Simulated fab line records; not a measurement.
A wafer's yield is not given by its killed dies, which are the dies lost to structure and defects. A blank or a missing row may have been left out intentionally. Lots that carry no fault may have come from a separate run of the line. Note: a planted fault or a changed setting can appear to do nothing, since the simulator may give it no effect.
8D (eight disciplines) problem report, filled in by code / flow n5 finfet / the parts of the form that need people (team, actions taken, sign-off) are left out

== 1. WHAT IS WRONG ==
At N5_SD_EPI_P_INSPECT_26, raw defect count averages 708 over 6 wafers from 2 lots, while fault-free wafers read 159, standard deviation 33. That puts it +17 standard deviations away from the usual mean.
The step: inspects for defects (darkfield).
The first sign was on wafer L749.1 at day 7 15:26, on defect inspect-01. At this step, 24 wafers from 8 lots have a number in the record. Rule for "out", or "out of limits": more than 4 standard deviations from the usual mean. Any other wafer with a number is counted as sound.

== 2. WHAT THIS IS AND IS NOT ==
question=which readings at this step | is=raw defect count | is not=-
question=which lots | is=L749, L750 | is not=L734, L741, L743, L751, L753, L755
question=which wafers of those lots | is=all that have a number | is not=-
question=read on which gauges | is=defect inspect-01, defect inspect-02 | is not=-
question=when | is=from day 7 15:26 | is not=up to then (9 sound wafers); but 9 sound wafers of L751, L753, L755 came after

== 3. WHAT RULES OUT EACH SUSPECT ==
Counting: any tool at a process step up to the reading is kept as a suspect provided that every lot that is out went through it and no sound lot did after the first of them.
- ruled out: the gauge at N5_SD_EPI_P_INSPECT_26. Those wafers that are out were read across 2 gauges (defect inspect-01, defect inspect-02).
- rie diel-06 at N5_SD_EPI_P_ETCH_36 (etches SiARC in CF4, target depth 45.5 nm, time 75.8 s): ruled out as a lasting fault. Following L749 (day 7 11:46), the first lot on it that is out, the sound lots L753, L755 were run on it.
- rie diel-06 at N5_SD_EPI_P_ETCHBACK_46 (etches SiNx in CH3F/O2, stops on SiO2, target depth 17.5 nm): ruled out as a lasting fault. Following L749 (day 7 12:08), the first lot on it that is out, the sound lots L753, L755 were run on it.
- wet bench-02 at N5_SD_EPI_P_PRECLEAN_33 (cleans in SC2, time 45 s): kept. Every lot that is out went through it, starting with L749 (day 7 15:23), and after that it ran no sound lot; the last sound lot it ran before then is L743 (day 6 06:01).
Left after counting: wet bench-02 at N5_SD_EPI_P_PRECLEAN_33.

== 4. THE CAUSE (what the simulator had put in) ==
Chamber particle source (wet bench-02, N5_SD_EPI_P_PRECLEAN_33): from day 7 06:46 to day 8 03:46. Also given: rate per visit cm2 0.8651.
Only this tool survived the counting.

== 5. THE CHAIN OF EFFECTS, in route order ==
Each row: a reading whose mean over the struck wafers that have a number lies more than 3 standard deviations from the usual. Only readings whose record carries a usual standard deviation are examined. hours: median over the lots of the time between each lot's start at the first step of this table that gives one and its start at this step. sigmas: the change, counted in usual standard deviations.
hours=0; step=N5_SD_EPI_P_INSPECT_26; reading=raw defect count; usual=159; on struck wafers=708; change=+549; sigmas=+17
hours=1; step=N5_SD_ACTIVATION_INSPECT_02; reading=raw defect count; usual=159; on struck wafers=703; change=+544; sigmas=+18
hours=330; step=N5_PASSIVATION_PROBE_49; reading=defect limited yield; usual=91.4 %; on struck wafers=85.5; change=-5.9; sigmas=-4.9
hours=330; step=N5_PASSIVATION_PROBE_49; reading=killed at front end; usual=38; on struck wafers=116; change=+78; sigmas=+8.4
hours=330; step=N5_PASSIVATION_PROBE_49; reading=killed dies; usual=102; on struck wafers=171; change=+69; sigmas=+4.6
hours=330; step=N5_PASSIVATION_PROBE_49; reading=killed on rim; usual=13; on struck wafers=26; change=+13; sigmas=+3.7
hours=330; step=N5_PASSIVATION_PROBE_49; reading=sort_bin_5_function; usual=5.0 %; on struck wafers=8.5; change=+3.5; sigmas=+4.1
hours=330; step=N5_PASSIVATION_PROBE_49; reading=sort n pass; usual=1078; on struck wafers=1009; change=-69; sigmas=-4.6
hours=330; step=N5_PASSIVATION_PROBE_49; reading=sort yield pct; usual=91.4 %; on struck wafers=85.5; change=-5.9; sigmas=-4.9
Its process steps:
- N5_PASSIVATION_PROBE_49
At these later measuring or inspecting steps, every struck wafer for which the step has a row has a number for every such reading, and none has moved that far: N5_BEOL_M4_RC_MEAS_101.

== 6. HOW IT WOULD HAVE BEEN CAUGHT EARLIER ==
Counted from the fault's start at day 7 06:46, it took 9 hours until the first out-of-limits reading at a measuring or inspecting step in this record, taken at day 7 15:26.
Among the 2 lots that are out, L750 began N5_SD_EPI_P_PRECLEAN_33 on wet bench-02 after day 7 15:26. It would have been spared by a hold on the tool at that moment.
